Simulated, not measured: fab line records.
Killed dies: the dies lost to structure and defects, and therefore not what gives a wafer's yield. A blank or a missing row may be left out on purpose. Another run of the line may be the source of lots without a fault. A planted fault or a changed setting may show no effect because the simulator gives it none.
Matching of chambers :: flow n5-finfet :: 4 sister chambers for N5_FIN_SAQP_ETCH_34 on rie-diel-03
The step etches SiO2 in C4F6/O2, target depth 45 nm, time 15 s. 16 wafers are shown with their chamber, then 8 later ones without.

== WAFERS PAIRED WITH THEIR CHAMBERS ==
wafer: L076.1
chamber: 2
showerhead-plenum-p-Torr (Torr): 2.84
drypump-motor-current-A (A): 6.1
rf-vpp-V (V): 652

wafer: L076.2
chamber: 1
showerhead-plenum-p-Torr (Torr): 2.95
drypump-motor-current-A (A): 5.3
rf-vpp-V (V): 643

wafer: L076.5
chamber: 0
showerhead-plenum-p-Torr (Torr): 2.75
drypump-motor-current-A (A): 5.6
rf-vpp-V (V): 659

wafer: L078.2
chamber: 1
showerhead-plenum-p-Torr (Torr): 2.95
drypump-motor-current-A (A): 5.3
rf-vpp-V (V): 643

wafer: L078.3
chamber: 0
showerhead-plenum-p-Torr (Torr): 2.75
drypump-motor-current-A (A): 5.5
rf-vpp-V (V): 661

wafer: L078.6
chamber: 1
showerhead-plenum-p-Torr (Torr): 2.95
drypump-motor-current-A (A): 5.3
rf-vpp-V (V): 642

wafer: L080.2
chamber: 0
showerhead-plenum-p-Torr (Torr): 2.75
drypump-motor-current-A (A): 5.5
rf-vpp-V (V): 661

wafer: L080.3
chamber: 1
showerhead-plenum-p-Torr (Torr): 2.94
drypump-motor-current-A (A): 5.3
rf-vpp-V (V): 644

wafer: L080.6
chamber: 2
showerhead-plenum-p-Torr (Torr): 2.84
drypump-motor-current-A (A): 6.1
rf-vpp-V (V): 653

wafer: L083.1
chamber: 1
showerhead-plenum-p-Torr (Torr): 2.94
drypump-motor-current-A (A): 5.3
rf-vpp-V (V): 643

wafer: L083.2
chamber: 2
showerhead-plenum-p-Torr (Torr): 2.83
drypump-motor-current-A (A): 6.1
rf-vpp-V (V): 652

wafer: L083.6
chamber: 0
showerhead-plenum-p-Torr (Torr): 2.75
drypump-motor-current-A (A): 5.6
rf-vpp-V (V): 659

wafer: L086.3
chamber: 3
showerhead-plenum-p-Torr (Torr): 3.00
drypump-motor-current-A (A): 5.9
rf-vpp-V (V): 671

wafer: L086.5
chamber: 1
showerhead-plenum-p-Torr (Torr): 2.94
drypump-motor-current-A (A): 5.3
rf-vpp-V (V): 643

wafer: L086.6
chamber: 2
showerhead-plenum-p-Torr (Torr): 2.83
drypump-motor-current-A (A): 6.1
rf-vpp-V (V): 652

wafer: L090.3
chamber: 3
showerhead-plenum-p-Torr (Torr): 2.99
drypump-motor-current-A (A): 5.9
rf-vpp-V (V): 671

SIGNATURES (averages over the wafers above)
reading: showerhead-plenum-p-Torr
chamber 0: 2.7500
chamber 1: 2.9450
chamber 2: 2.8350
chamber 3: 2.9950
scatter within a chamber: 0.005

reading: drypump-motor-current-A
chamber 0: 5.550
chamber 1: 5.300
chamber 2: 6.100
chamber 3: 5.900
scatter within a chamber: 0.0289

reading: rf-vpp-V
chamber 0: 660.00
chamber 1: 643.00
chamber 2: 652.25
chamber 3: 671.00
scatter within a chamber: 0.75
Rule: for each reading, subtract the chamber's mean from the wafer's reading, divide by that reading's scatter and square the result; add these up over the readings and take the root, which gives the wafer's distance from the chamber. If the next closest chamber is less than 2 further off than the closest, the wafer can't be placed; otherwise it belongs to the closest. The scatter: take each reading less its chamber's mean, square it, sum over the shown wafers, divide by the number of wafers less the number of chambers, and take the root.

== WAFERS WITH NO CHAMBER GIVEN ==
wafer: L090.4
showerhead-plenum-p-Torr (Torr): 2.74
drypump-motor-current-A (A): 5.5
rf-vpp-V (V): 659

wafer: L090.5
showerhead-plenum-p-Torr (Torr): 2.83
drypump-motor-current-A (A): 6.1
rf-vpp-V (V): 651

wafer: L092.1
showerhead-plenum-p-Torr (Torr): 2.74
drypump-motor-current-A (A): 5.6
rf-vpp-V (V): 659

wafer: L092.2
showerhead-plenum-p-Torr (Torr): 2.93
drypump-motor-current-A (A): 5.3
rf-vpp-V (V): 642

wafer: L092.5
showerhead-plenum-p-Torr (Torr): 2.83
drypump-motor-current-A (A): 6.1
rf-vpp-V (V): 651

wafer: L095.1
showerhead-plenum-p-Torr (Torr): 2.99
drypump-motor-current-A (A): 5.9
rf-vpp-V (V): 671

wafer: L095.3
showerhead-plenum-p-Torr (Torr): 2.74
drypump-motor-current-A (A): 5.5
rf-vpp-V (V): 660

wafer: L095.6
showerhead-plenum-p-Torr (Torr): 2.74
drypump-motor-current-A (A): 5.6
rf-vpp-V (V): 661

== WHICH CHAMBER EACH WENT THROUGH ==
wafer: L090.4
from the rows above: 0
in truth: 0

wafer: L090.5
from the rows above: 2
in truth: 2

wafer: L092.1
from the rows above: 0
in truth: 0

wafer: L092.2
from the rows above: 1
in truth: 1

wafer: L092.5
from the rows above: 2
in truth: 2

wafer: L095.1
from the rows above: 3
in truth: 3

wafer: L095.3
from the rows above: 0
in truth: 0

wafer: L095.6
from the rows above: 0
in truth: 0
8 of 8 placed correctly. Not placeable from these rows: 0. Wrongly placed: 0.
